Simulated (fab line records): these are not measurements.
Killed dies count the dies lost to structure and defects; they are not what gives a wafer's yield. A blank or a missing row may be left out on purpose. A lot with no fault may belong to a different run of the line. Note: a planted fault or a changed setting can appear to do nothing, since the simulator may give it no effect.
Matching of chambers	flow nand harc	4 sister chambers for NHARC_A_CHANNEL_HOLE_D1_ETCH_44 on rie diel-09
The step etches the open film in CF4/O2, target depth 140 nm, overetch 14 nm, time 77 s. 4 wafers are shown with their chamber, then 7 later ones without.

WAFERS WITH THEIR CHAMBER
wafer	chamber	rf vpp V (V)
L937.4	2	198.6
L937.6	0	198.6
L940.1	1	196.5
L940.2	3	197.7

WAFERS WHOSE CHAMBER IS MISSING
wafer	rf vpp V (V)
L940.4	199.5
L951.1	199.9
L951.2	194.3
L951.6	199.6
L952.2	199.0
L952.4	198.0
L952.6	198.9

EACH ONE'S CHAMBER
wafer	from the rows above	in truth
L940.4	can't be placed: 0 or 2 or 3 or 1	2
L951.1	can't be placed: 0 or 2 or 3 or 1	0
L951.2	can't be placed: 1 or 3 or 0 or 2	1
L951.6	can't be placed: 0 or 2 or 3 or 1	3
L952.2	can't be placed: 0 or 2 or 3 or 1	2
L952.4	can't be placed: 3 or 0 or 2 or 1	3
L952.6	can't be placed: 0 or 2 or 3 or 1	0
Placed correctly: 0 of 7. Cannot be placed on the basis of these rows: 7; the candidates contain the true chamber in 7. 0 placed wrongly.
How it was worked out, from the rows above alone: a wafer's distance from a chamber is the root of the sum, over the readings, of the square of ((its reading less the chamber's mean) divided by the reading's scatter). The wafer belongs to the nearest chamber; if the next one is less than 2 further off, it can't be placed. For every chamber, the mean is computed from those of its wafers that are shown. The scatter: root of mean squared gap, hidden wafer to nearest shown wafer, with one shown wafer a chamber.
